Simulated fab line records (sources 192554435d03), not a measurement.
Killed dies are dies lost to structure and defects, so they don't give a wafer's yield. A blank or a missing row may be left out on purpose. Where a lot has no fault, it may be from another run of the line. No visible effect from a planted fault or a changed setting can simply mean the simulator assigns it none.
Which tool is to blame? | flow n5Finfet | 24 lots with 72 wafers sampled at 6 steps, on a route of 1938 steps

WHAT THE GAUGES READ, wafer by wafer
N5_BEOL_M10_INSPECT_58: inspects for defects (darkfield).
lot  | measured     | on               | rawDefectCount
L075 | day 9 22:23  | defectInspect-02 | 82 126 56
L074 | day 9 22:39  | defectInspect-02 | 184 94 73
L076 | day 10 14:05 | defectInspect-02 | 62 61 54
L077 | day 10 22:25 | defectInspect-01 | 71 68 93
L078 | day 11 02:53 | defectInspect-02 | 73 71 63
L080 | day 11 11:08 | defectInspect-02 | 72 49 52
L079 | day 11 11:47 | defectInspect-01 | 61 61 41
L082 | day 11 17:34 | defectInspect-02 | 37 50 49
L081 | day 11 18:50 | defectInspect-01 | 48 103 72
L083 | day 12 10:20 | defectInspect-02 | 57 80 93
L084 | day 12 17:24 | defectInspect-01 | 44 70 63
L086 | day 12 19:40 | defectInspect-01 | 78 101 120
L085 | day 12 23:11 | defectInspect-01 | 64 52 55
L087 | day 13 06:16 | defectInspect-01 | 42 63 53
L088 | day 13 21:01 | defectInspect-01 | 40 51 43
L090 | day 14 00:01 | defectInspect-01 | 44 49 51
L089 | day 14 01:28 | defectInspect-01 | 98 115 64
L091 | day 14 15:29 | defectInspect-01 | 104 83 108
L092 | day 14 17:10 | defectInspect-01 | 82 103 84
L093 | day 14 20:08 | defectInspect-02 | 46 48 33
L094 | day 14 23:38 | defectInspect-01 | 73 97 90
L095 | day 15 08:00 | defectInspect-02 | 82 52 46
L096 | day 15 14:38 | defectInspect-02 | 57 91 79
L097 | day 15 15:49 | defectInspect-02 | 86 74 87

N5_BEOL_M11_INSPECT_30: inspects for defects (brightfield).
lot  | measured     | on               | rawDefectCount
L075 | day 10 03:31 | defectInspect-02 | 467 538 452
L074 | day 10 03:47 | defectInspect-01 | 682 494 555
L076 | day 10 19:13 | defectInspect-02 | 476 346 309
L077 | day 11 01:33 | defectInspect-02 | 565 534 583
L078 | day 11 08:09 | defectInspect-01 | 463 349 299
L080 | day 11 15:55 | defectInspect-01 | 307 453 432
L079 | day 11 15:51 | defectInspect-01 | 368 340 263
L082 | day 11 19:34 | defectInspect-02 | 222 424 481
L081 | day 11 22:30 | defectInspect-01 | 349 474 374
L083 | day 12 13:37 | defectInspect-02 | 436 361 423
L084 | day 12 20:30 | defectInspect-01 | 302 380 430
L086 | day 12 23:23 | defectInspect-01 | 453 554 557
L085 | day 13 03:16 | defectInspect-01 | 467 466 404
L087 | day 13 11:02 | defectInspect-02 | 273 243 220
L088 | day 14 01:54 | defectInspect-02 | 356 362 408
L090 | day 14 04:39 | defectInspect-02 | 382 576 547
L089 | day 14 05:08 | defectInspect-01 | 332 567 464
L091 | day 14 17:56 | defectInspect-01 | 469 374 454
L092 | day 14 20:37 | defectInspect-01 | 419 386 401
L093 | day 14 22:47 | defectInspect-01 | 369 497 467
L094 | day 15 05:44 | defectInspect-02 | 541 596 395
L095 | day 15 12:13 | defectInspect-02 | 439 361 407
L096 | day 15 18:13 | defectInspect-02 | 362 406 377
L097 | day 16 02:41 | defectInspect-02 | 394 280 451

N5_BEOL_M11_OCD_MEAS_38.
lot  | measured     | on     | trenchDepthNm (nm)
L075 | day 10 04:03 | ocd-01 | 147 145 145
L074 | day 10 04:19 | ocd-01 | 154 154 144
L076 | day 10 20:02 | ocd-02 | 148 146 147
L077 | day 11 02:11 | ocd-02 | 151 150 145
L078 | day 11 08:41 | ocd-02 | 145 151 146
L080 | day 11 16:58 | ocd-01 | 153 148 149
L079 | day 11 16:23 | ocd-01 | 150 153 147
L082 | day 11 20:22 | ocd-02 | 155 144 143
L081 | day 11 23:01 | ocd-02 | 143 149 155
L083 | day 12 14:08 | ocd-02 | 148 154 144
L084 | day 12 21:08 | ocd-02 | 145 144 145
L086 | day 13 00:13 | ocd-01 | 146 146 147
L085 | day 13 03:48 | ocd-02 | 145 146 143
L087 | day 13 11:55 | ocd-02 | 146 148 146
L088 | day 14 02:26 | ocd-01 | 148 148 147
L090 | day 14 05:23 | ocd-01 | 147 152 146
L089 | day 14 06:11 | ocd-02 | 147 144 147
L091 | day 14 18:28 | ocd-01 | 141 147 146
L092 | day 14 21:26 | ocd-02 | 146 146 145
L093 | day 14 23:32 | ocd-01 | 141 147 142
L094 | day 15 06:25 | ocd-02 | 145 144 142
L095 | day 15 12:45 | ocd-01 | 143 146 147
L096 | day 15 18:44 | ocd-02 | 152 146 151
L097 | day 16 03:13 | ocd-02 | 153 147 147

TOOL THAT RAN EACH LOT (tool first, then ch and the chambers of the sampled wafers, then the start)
lot  | N5_BEOL_M11_PECVD_70            | N5_BEOL_M11_STRIP_67              | N5_BEOL_M11_HM_OPEN_17
L075 | pecvd-01 ch 0,1, day 9 23:04    | rieDiel-04 ch 0,2,3, day 10 02:50 | rieMetal-02 ch 0,1, day 10 02:55
L074 | pecvd-02 ch 0,1, day 9 23:19    | rieDiel-03 ch 1,2,3, day 10 03:05 | rieMetal-02 ch 0,1, day 10 03:10
L076 | pecvd-02 ch 0,1,2, day 10 14:47 | rieDiel-04 ch 1,2,3, day 10 17:20 | rieMetal-02 ch 0,1, day 10 17:25
L077 | pecvd-04 ch 0,1,2, day 10 23:05 | rieDiel-03 ch 0,3, day 11 00:34   | rieMetal-03 ch 0,1, day 11 00:37
L078 | pecvd-04 ch 1,2, day 11 03:33   | rieDiel-01 ch 0,1, day 11 06:05   | rieMetal-02 ch 0,1, day 11 06:08
L080 | pecvd-02 ch 0,1, day 11 11:49   | rieDiel-03 ch 1,2,3, day 11 14:07 | rieMetal-01 ch 0,1, day 11 14:10
L079 | pecvd-01 ch 1,2, day 11 12:27   | rieDiel-03 ch 0,2, day 11 14:22   | rieMetal-01 ch 1, day 11 14:25
L082 | pecvd-04 ch 0,1,2, day 11 18:14 | rieDiel-01 ch 0,1,2, day 11 19:00 | rieMetal-02 ch 0,1, day 11 19:03
L081 | pecvd-01 ch 0,1,2, day 11 19:30 | rieDiel-04 ch 2,3, day 11 21:08   | rieMetal-01 ch 0,1, day 11 21:11
L083 | pecvd-01 ch 0,1,2, day 12 10:59 | rieDiel-03 ch 0,3, day 12 12:44   | rieMetal-02 ch 0,1, day 12 12:48
L084 | pecvd-02 ch 0,1,2, day 12 18:04 | rieDiel-03 ch 0,2, day 12 19:45   | rieMetal-03 ch 0,1, day 12 19:49
L086 | pecvd-01 ch 0,1, day 12 20:20   | rieDiel-03 ch 1,3, day 12 21:46   | rieMetal-01 ch 0,1, day 12 21:49
L085 | pecvd-02 ch 0,1,2, day 12 23:51 | rieDiel-03 ch 0,1, day 13 02:00   | rieMetal-01 ch 0,1, day 13 02:02
L087 | pecvd-04 ch 1,2, day 13 06:56   | rieDiel-03 ch 0,1,3, day 13 08:28 | rieMetal-03 ch 0,1, day 13 08:32
L088 | pecvd-02 ch 0,1,2, day 13 21:41 | rieDiel-03 ch 0,1,3, day 14 00:25 | rieMetal-02 ch 0, day 14 00:27
L090 | pecvd-04 ch 1,2, day 14 00:40   | rieDiel-04 ch 1,2,3, day 14 03:58 | rieMetal-01 ch 0,1, day 14 04:00
L089 | pecvd-04 ch 0,2, day 14 02:08   | rieDiel-04 ch 0,1, day 14 04:29   | rieMetal-03 ch 0,1, day 14 04:32
L091 | pecvd-04 ch 1,2, day 14 16:11   | rieDiel-01 ch 1,2, day 14 17:12   | rieMetal-03 ch 0,1, day 14 17:14
L092 | pecvd-04 ch 0,1, day 14 17:49   | rieDiel-03 ch 0,1,2, day 14 19:17 | rieMetal-01 ch 0,1, day 14 19:19
L093 | pecvd-04 ch 0,1, day 14 21:17   | rieDiel-04 ch 0,2, day 14 22:11   | rieMetal-02 ch 0,1, day 14 22:14
L094 | pecvd-04 ch 0,1,2, day 15 00:21 | rieDiel-04 ch 1,2,3, day 15 02:52 | rieMetal-01 ch 0,1, day 15 02:54
L095 | pecvd-01 ch 0,2, day 15 08:40   | rieDiel-03 ch 0,1, day 15 10:38   | rieMetal-03 ch 0,1, day 15 10:41
L096 | pecvd-01 ch 0,2, day 15 15:17   | rieDiel-01 ch 0,1,3, day 15 16:49 | rieMetal-01 ch 0,1, day 15 16:52
L097 | pecvd-04 ch 1,2, day 15 16:29   | rieDiel-01 ch 2,3, day 15 19:09   | rieMetal-02 ch 0, day 15 19:11
- N5_BEOL_M11_PECVD_70: deposits SiO2 from TEOS/O2, target thk 20 nm, time 22.7 s.
- N5_BEOL_M11_STRIP_67: strips in CF4.
- N5_BEOL_M11_HM_OPEN_17: chemistry Cl2/BCl3, target TiN, target depth 20 nm, overetch 6 nm.

AS READ BY THE TOOLS THEMSELVES (means over the sampled wafers that have a number; for cases with no such wafer, the mark the record gives instead)
N5_BEOL_M11_PECVD_70.
lot  | tool     | heaterPowerW (W) | showerheadPlenumPTorr (Torr) | throttleValvePct (%)
L075 | pecvd-01 | 748              | 8.73                         | 23.9
L074 | pecvd-02 | 685              | 8.76                         | 22.6
L076 | pecvd-02 | 679              | 8.74                         | 22.0
L077 | pecvd-04 | 826              | 8.75                         | 22.7
L078 | pecvd-04 | 830              | 8.76                         | 22.8
L080 | pecvd-02 | 704              | 8.76                         | 22.9
L079 | pecvd-01 | 697              | 8.76                         | 23.6
L082 | pecvd-04 | 823              | 8.75                         | 22.8
L081 | pecvd-01 | 752              | 8.75                         | 21.9
L083 | pecvd-01 | 804              | 8.75                         | 21.9
L084 | pecvd-02 | 672              | 8.75                         | 22.0
L086 | pecvd-01 | 731              | 8.72                         | 23.9
L085 | pecvd-02 | 691              | 8.75                         | 22.1
L087 | pecvd-04 | 953              | 8.77                         | 22.8
L088 | pecvd-02 | 688              | 8.76                         | 22.1
L090 | pecvd-04 | 912              | 8.78                         | 22.2
L089 | pecvd-04 | 736              | 8.75                         | 22.8
L091 | pecvd-04 | 941              | 8.78                         | 22.9
L092 | pecvd-04 | 830              | 8.76                         | 23.3
L093 | pecvd-04 | 736              | 8.73                         | 23.4
L094 | pecvd-04 | 839              | 8.75                         | 22.7
L095 | pecvd-01 | 812              | 8.75                         | 20.4
L096 | pecvd-01 | 808              | 8.76                         | 20.4
L097 | pecvd-04 | 847              | 8.77                         | 22.8

N5_BEOL_M11_STRIP_67.
lot  | tool       | chamberPressureMTorr (mTorr) | drypumpMotorCurrentA (A) | oesProductAu (a.u.) | rfVppV (V) | showerheadPlenumPTorr (Torr) | throttleValvePct (%)
L075 | rieDiel-04 | 50.02                        | 5.5                      | 0.70                | 270.4      | 1.77                         | 13.74
L074 | rieDiel-03 | 49.98                        | 5.5                      | 0.74                | 271.1      | 1.79                         | 13.85
L076 | rieDiel-04 | 50.00                        | 5.9                      | 0.78                | 271.5      | 1.80                         | 13.62
L077 | rieDiel-03 | 49.94                        | 5.4                      | 0.73                | 271.8      | 1.85                         | 13.88
L078 | rieDiel-01 | 49.97                        | 5.5                      | 0.91                | 271.9      | 1.83                         | 13.45
L080 | rieDiel-03 | 49.99                        | 5.5                      | 0.73                | 271.7      | 1.78                         | 13.87
L079 | rieDiel-03 | 50.00                        | 5.6                      | 0.72                | 271.8      | 1.81                         | 13.89
L082 | rieDiel-01 | 50.03                        | 5.9                      | 0.83                | 270.9      | 1.81                         | 13.51
L081 | rieDiel-04 | 50.01                        | 5.8                      | 0.70                | 271.3      | 1.82                         | 13.66
L083 | rieDiel-03 | 50.01                        | 5.4                      | 0.72                | 272.7      | 1.85                         | 13.91
L084 | rieDiel-03 | 49.95                        | 5.6                      | 0.71                | 272.1      | 1.81                         | 13.89
L086 | rieDiel-03 | 50.00                        | 5.4                      | 0.72                | 270.7      | 1.83                         | 13.89
L085 | rieDiel-03 | 50.00                        | 5.7                      | 0.71                | 271.8      | 1.80                         | 13.83
L087 | rieDiel-03 | 49.99                        | 5.6                      | 0.71                | 272.8      | 1.83                         | 13.87
L088 | rieDiel-03 | 50.03                        | 5.5                      | 0.71                | 271.4      | 1.82                         | 13.89
L090 | rieDiel-04 | 50.03                        | 5.9                      | 0.85                | 270.5      | 1.79                         | 13.49
L089 | rieDiel-04 | 50.01                        | 5.6                      | 0.81                | 269.4      | 1.73                         | 13.54
L091 | rieDiel-01 | 49.96                        | 6.1                      | 0.78                | 271.6      | 1.80                         | 13.46
L092 | rieDiel-03 | 49.96                        | 5.6                      | 0.71                | 271.9      | 1.78                         | 13.90
L093 | rieDiel-04 | 49.96                        | 5.4                      | 0.68                | 270.9      | 1.78                         | 13.57
L094 | rieDiel-04 | 49.99                        | 5.9                      | 0.83                | 271.1      | 1.79                         | 13.51
L095 | rieDiel-03 | 50.00                        | 5.7                      | 0.71                | 271.5      | 1.80                         | 13.88
L096 | rieDiel-01 | 49.97                        | 5.7                      | 0.79                | 270.6      | 1.78                         | 13.55
L097 | rieDiel-01 | 49.98                        | 6.0                      | 0.70                | 269.5      | 1.73                         | 13.77

N5_BEOL_M11_HM_OPEN_17.
lot  | tool        | chamberPressureMTorr (mTorr) | drypumpMotorCurrentA (A) | oesProductAu (a.u.) | throttleValvePct (%)
L075 | rieMetal-02 | 9.997                        | 6.0                      | 0.68                | 21.97
L074 | rieMetal-02 | 10.006                       | 6.0                      | 0.67                | 21.98
L076 | rieMetal-02 | 10.020                       | 6.0                      | 0.67                | 21.98
L077 | rieMetal-03 | 9.999                        | 6.3                      | 0.73                | 22.36
L078 | rieMetal-02 | 9.995                        | 6.0                      | 0.67                | 21.98
L080 | rieMetal-01 | 9.996                        | 5.8                      | 0.66                | 22.12
L079 | rieMetal-01 | 9.997                        | 5.8                      | 0.65                | 22.14
L082 | rieMetal-02 | 9.994                        | 5.6                      | 0.68                | 22.05
L081 | rieMetal-01 | 9.999                        | 5.8                      | 0.66                | 22.11
L083 | rieMetal-02 | 10.001                       | 6.0                      | 0.65                | 22.01
L084 | rieMetal-03 | 9.995                        | 6.4                      | 0.71                | 22.21
L086 | rieMetal-01 | 10.007                       | 5.8                      | 0.65                | 22.11
L085 | rieMetal-01 | 10.003                       | 5.8                      | 0.65                | 22.11
L087 | rieMetal-03 | 9.996                        | 6.3                      | 0.72                | 22.37
L088 | rieMetal-02 | 10.009                       | 6.4                      | 0.63                | 21.93
L090 | rieMetal-01 | 9.990                        | 5.8                      | 0.65                | 22.13
L089 | rieMetal-03 | 10.001                       | 6.4                      | 0.68                | 22.23
L091 | rieMetal-03 | 10.002                       | 6.3                      | 0.70                | 22.39
L092 | rieMetal-01 | 9.999                        | 5.8                      | 0.64                | 22.15
L093 | rieMetal-02 | 9.997                        | 5.6                      | 0.67                | 22.08
L094 | rieMetal-01 | 10.008                       | 5.8                      | 0.64                | 22.12
L095 | rieMetal-03 | 10.003                       | 6.2                      | 0.70                | 22.39
L096 | rieMetal-01 | 9.998                        | 5.8                      | 0.63                | 22.16
L097 | rieMetal-02 | 10.010                       | 6.4                      | 0.63                | 21.94

THE ANSWER, worked out from the rows above alone
Rule: the usual values come from the lots themselves. Put in order of their means at a reading, lots are off if they are a third of the lots or fewer, leave a main group of 4 or more, and stand apart from it by a gap of 3 or more times the standard deviation of the main group's means; of several such gaps the widest counts. If all means in a main group match to the digits the tables above print for the reading, that group is not used. A lot without any number at a reading at which 4 lots or more have one is off too. All remaining lots with rows at the step are treated as sound. Order of review: gauges by route order, followed by the tools' own readings, for which a lot's mean as printed above is used. The first step at which some lot is off is used, and at that step the reading that is off furthest; a lot without a number counts as furthest.
Across all readings shown, no lot is off: no conclusion can be drawn from this.

WHAT THE SIMULATOR HAD PUT IN
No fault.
